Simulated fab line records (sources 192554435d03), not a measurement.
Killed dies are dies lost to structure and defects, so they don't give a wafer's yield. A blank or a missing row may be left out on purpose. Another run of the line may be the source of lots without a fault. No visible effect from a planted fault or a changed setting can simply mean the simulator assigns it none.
Lot-split experiment :: flow n5_finfet :: 39 wafers read across 7 lots, on a route 1938 steps long

ABOUT THE SPLIT
At N5_FIN_SAQP_HM_DEP_03 (deposits SiNx from SiH4/NH3/N2, target thk 38 nm, time 33.6 s), the setting target_thk_a was moved away from the recipe's 380 angstrom on 15 of the 39 wafers read, by -56.8% to +50.9%. All remaining wafers had this setting at the recipe value.

FROM THE SPLIT TO THE READING: what the file shows between them, 4 steps
- N5_FIN_SAQP_THK_MEAS_05
- N5_FIN_SAQP_PECVD_47: deposits a-Si from SiH4/He, target thk 45 nm, time 36.3 s
- N5_FIN_SAQP_PECVD_48: deposits SiNx from SiH4/NH3/N2, target thk 25 nm, time 22.1 s
- N5_FIN_SAQP_MANDREL2_REMOVE_60: chemistry HBr/Cl2/O2, target a-Si, stops on SiNx, bt time 10 s

THE READING
etch.depth_nm (the simulator's own value, which no gauge read), in nm, at N5_FIN_SAQP_HM_OPEN_33 (chemistry CH3F/O2, target SiNx, target depth 49.4 nm, time 70.6 s). There is no usual value for it anywhere in the file. Across the 24 wafers here that went through the recipe, the average is 37.11 nm and the standard deviation 0.55 nm.

wafer: L076.1
tool, chamber at the split: pecvd-04, 1
target_thk_a as run, angstrom: 380
against the recipe: recipe
etch.depth_nm, nm: 36.47
against lot-mates on the recipe: -

wafer: L076.2
tool, chamber at the split: pecvd-04, 0
target_thk_a as run, angstrom: 380
against the recipe: recipe
etch.depth_nm, nm: 36.65
against lot-mates on the recipe: -

wafer: L076.3
tool, chamber at the split: pecvd-04, 0
target_thk_a as run, angstrom: 540.7
against the recipe: +42.3%
etch.depth_nm, nm: 53.43
against lot-mates on the recipe: +16.68

wafer: L076.4
tool, chamber at the split: pecvd-04, 1
target_thk_a as run, angstrom: 380
against the recipe: recipe
etch.depth_nm, nm: 37.13
against lot-mates on the recipe: -

wafer: L076.5
tool, chamber at the split: pecvd-04, 0
target_thk_a as run, angstrom: 540.7
against the recipe: +42.3%
etch.depth_nm, nm: 53.58
against lot-mates on the recipe: +16.83

wafer: L076.6
tool, chamber at the split: pecvd-04, 1
target_thk_a as run, angstrom: 540.7
against the recipe: +42.3%
etch.depth_nm, nm: 53.53
against lot-mates on the recipe: +16.78

wafer: L079.1
tool, chamber at the split: pecvd-04, 0
target_thk_a as run, angstrom: 380
against the recipe: recipe
etch.depth_nm, nm: 37.51
against lot-mates on the recipe: -

wafer: L079.4
tool, chamber at the split: pecvd-04, 2
target_thk_a as run, angstrom: 380
against the recipe: recipe
etch.depth_nm, nm: 38.06
against lot-mates on the recipe: -

wafer: L079.5
tool, chamber at the split: pecvd-04, 1
target_thk_a as run, angstrom: 380
against the recipe: recipe
etch.depth_nm, nm: 37.37
against lot-mates on the recipe: -

wafer: L084.1
tool, chamber at the split: pecvd-04, 1
target_thk_a as run, angstrom: 164
against the recipe: -56.8%
etch.depth_nm, nm: 15.51
against lot-mates on the recipe: -21.78

wafer: L084.2
tool, chamber at the split: pecvd-04, 2
target_thk_a as run, angstrom: 380
against the recipe: recipe
etch.depth_nm, nm: 36.76
against lot-mates on the recipe: -

wafer: L084.3
tool, chamber at the split: pecvd-04, 0
target_thk_a as run, angstrom: 380
against the recipe: recipe
etch.depth_nm, nm: 37.08
against lot-mates on the recipe: -

wafer: L084.4
tool, chamber at the split: pecvd-04, 0
target_thk_a as run, angstrom: 164
against the recipe: -56.8%
etch.depth_nm, nm: 16.26
against lot-mates on the recipe: -21.03

wafer: L084.5
tool, chamber at the split: pecvd-04, 2
target_thk_a as run, angstrom: 380
against the recipe: recipe
etch.depth_nm, nm: 38.03
against lot-mates on the recipe: -

wafer: L084.6
tool, chamber at the split: pecvd-04, 1
target_thk_a as run, angstrom: 164
against the recipe: -56.8%
etch.depth_nm, nm: 15.95
against lot-mates on the recipe: -21.34

wafer: L085.1
tool, chamber at the split: pecvd-02, 2
target_thk_a as run, angstrom: 261.3
against the recipe: -31.2%
etch.depth_nm, nm: 24.88
against lot-mates on the recipe: -11.97

wafer: L085.2
tool, chamber at the split: pecvd-02, 1
target_thk_a as run, angstrom: 261.3
against the recipe: -31.2%
etch.depth_nm, nm: 25.42
against lot-mates on the recipe: -11.43

wafer: L085.3
tool, chamber at the split: pecvd-02, 0
target_thk_a as run, angstrom: 380
against the recipe: recipe
etch.depth_nm, nm: 36.07
against lot-mates on the recipe: -

wafer: L085.4
tool, chamber at the split: pecvd-02, 0
target_thk_a as run, angstrom: 261.3
against the recipe: -31.2%
etch.depth_nm, nm: 25.28
against lot-mates on the recipe: -11.57

wafer: L085.5
tool, chamber at the split: pecvd-02, 1
target_thk_a as run, angstrom: 380
against the recipe: recipe
etch.depth_nm, nm: 37.34
against lot-mates on the recipe: -

wafer: L085.6
tool, chamber at the split: pecvd-02, 2
target_thk_a as run, angstrom: 380
against the recipe: recipe
etch.depth_nm, nm: 37.14
against lot-mates on the recipe: -

wafer: L088.1
tool, chamber at the split: pecvd-02, 0
target_thk_a as run, angstrom: 380
against the recipe: recipe
etch.depth_nm, nm: 36.64
against lot-mates on the recipe: -

wafer: L088.2
tool, chamber at the split: pecvd-02, 1
target_thk_a as run, angstrom: 573.4
against the recipe: +50.9%
etch.depth_nm, nm: 56.62
against lot-mates on the recipe: +19.45

wafer: L088.3
tool, chamber at the split: pecvd-02, 2
target_thk_a as run, angstrom: 573.4
against the recipe: +50.9%
etch.depth_nm, nm: 56.26
against lot-mates on the recipe: +19.09

wafer: L088.4
tool, chamber at the split: pecvd-02, 1
target_thk_a as run, angstrom: 573.4
against the recipe: +50.9%
etch.depth_nm, nm: 57.71
against lot-mates on the recipe: +20.54

wafer: L088.5
tool, chamber at the split: pecvd-02, 0
target_thk_a as run, angstrom: 380
against the recipe: recipe
etch.depth_nm, nm: 37.16
against lot-mates on the recipe: -

wafer: L088.6
tool, chamber at the split: pecvd-02, 2
target_thk_a as run, angstrom: 380
against the recipe: recipe
etch.depth_nm, nm: 37.71
against lot-mates on the recipe: -

wafer: L092.1
tool, chamber at the split: pecvd-02, 1
target_thk_a as run, angstrom: 380
against the recipe: recipe
etch.depth_nm, nm: 37.01
against lot-mates on the recipe: -

wafer: L092.2
tool, chamber at the split: pecvd-02, 2
target_thk_a as run, angstrom: 380
against the recipe: recipe
etch.depth_nm, nm: 36.59
against lot-mates on the recipe: -

wafer: L092.3
tool, chamber at the split: pecvd-02, 0
target_thk_a as run, angstrom: 380
against the recipe: recipe
etch.depth_nm, nm: 36.47
against lot-mates on the recipe: -

wafer: L092.4
tool, chamber at the split: pecvd-02, 2
target_thk_a as run, angstrom: 380
against the recipe: recipe
etch.depth_nm, nm: 37.22
against lot-mates on the recipe: -

wafer: L092.5
tool, chamber at the split: pecvd-02, 1
target_thk_a as run, angstrom: 380
against the recipe: recipe
etch.depth_nm, nm: 38.1
against lot-mates on the recipe: -

wafer: L092.6
tool, chamber at the split: pecvd-02, 0
target_thk_a as run, angstrom: 380
against the recipe: recipe
etch.depth_nm, nm: 36.54
against lot-mates on the recipe: -

wafer: L097.1
tool, chamber at the split: pecvd-04, 1
target_thk_a as run, angstrom: 380
against the recipe: recipe
etch.depth_nm, nm: 36.63
against lot-mates on the recipe: -

wafer: L097.2
tool, chamber at the split: pecvd-04, 0
target_thk_a as run, angstrom: 380
against the recipe: recipe
etch.depth_nm, nm: 37.27
against lot-mates on the recipe: -

wafer: L097.3
tool, chamber at the split: pecvd-04, 2
target_thk_a as run, angstrom: 547.3
against the recipe: +44.0%
etch.depth_nm, nm: 53.69
against lot-mates on the recipe: +16.47

wafer: L097.4
tool, chamber at the split: pecvd-04, 1
target_thk_a as run, angstrom: 547.3
against the recipe: +44.0%
etch.depth_nm, nm: 53.91
against lot-mates on the recipe: +16.69

wafer: L097.5
tool, chamber at the split: pecvd-04, 0
target_thk_a as run, angstrom: 547.3
against the recipe: +44.0%
etch.depth_nm, nm: 54.46
against lot-mates on the recipe: +17.24

wafer: L097.6
tool, chamber at the split: pecvd-04, 2
target_thk_a as run, angstrom: 380
against the recipe: recipe
etch.depth_nm, nm: 37.77
against lot-mates on the recipe: -

FIT RESULTS
A straight line over all 39 wafers: etch.depth_nm changes by +0.382 nm for each +1% of target_thk_a; r = +1.00; the points scatter about the line by 0.52 nm.
The same after taking each lot's own level away (the mean of its wafers on the recipe; 39 wafers): +0.382 nm for each +1%; r = +1.00; scatter 0.49 nm.
Per that fit: largest target_thk_a move, reading shift of 22 nm.
The span of the lots' own levels, 36.750 to 37.647 nm, comes to 1.6 times the standard deviation stated above.
The two slopes are in agreement: the lot-to-lot level therefore moves the slope only a little.
Check: -21.6 nm against its lot-mates is what the line predicts for one of the wafers moved furthest among these (-56.8%) when that wafer is left out of the fit. It came out at -21.8 nm against them.

THE WHOLE CHAIN: every reading that the file lists as answering this split, in the file's order
step: N5_FIN_SAQP_HM_DEP_03
what it does: deposits SiNx from SiH4/NH3/N2, target thk 38 nm, time 33.6 s
reading: SiNx_of_FIN_SAQP_HM_DEP_03.thk_nm (the simulator's own value, which no gauge read)
change (the file's fit): +0.382 nm for each +1% of the setting
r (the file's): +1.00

step: N5_FIN_SAQP_THK_MEAS_05
what it does: 
reading: thk_nm
change (the file's fit): withheld for each +1% of the setting
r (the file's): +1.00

step: N5_FIN_SAQP_HM_OPEN_33
what it does: chemistry CH3F/O2, target SiNx, target depth 49.4 nm, time 70.6 s
reading: etch_rf_on_time_s
change (the file's fit): withheld for each +1% of the setting
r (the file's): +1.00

step: N5_FIN_SAQP_HM_OPEN_33
what it does: chemistry CH3F/O2, target SiNx, target depth 49.4 nm, time 70.6 s
reading: etch.depth_nm (the simulator's own value, which no gauge read)
change (the file's fit): +0.383 nm for each +1% of the setting
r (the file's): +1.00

THE FILE'S OWN FIT
etch.depth_nm changes by +0.383 nm for each +1% of target_thk_a, r = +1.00.
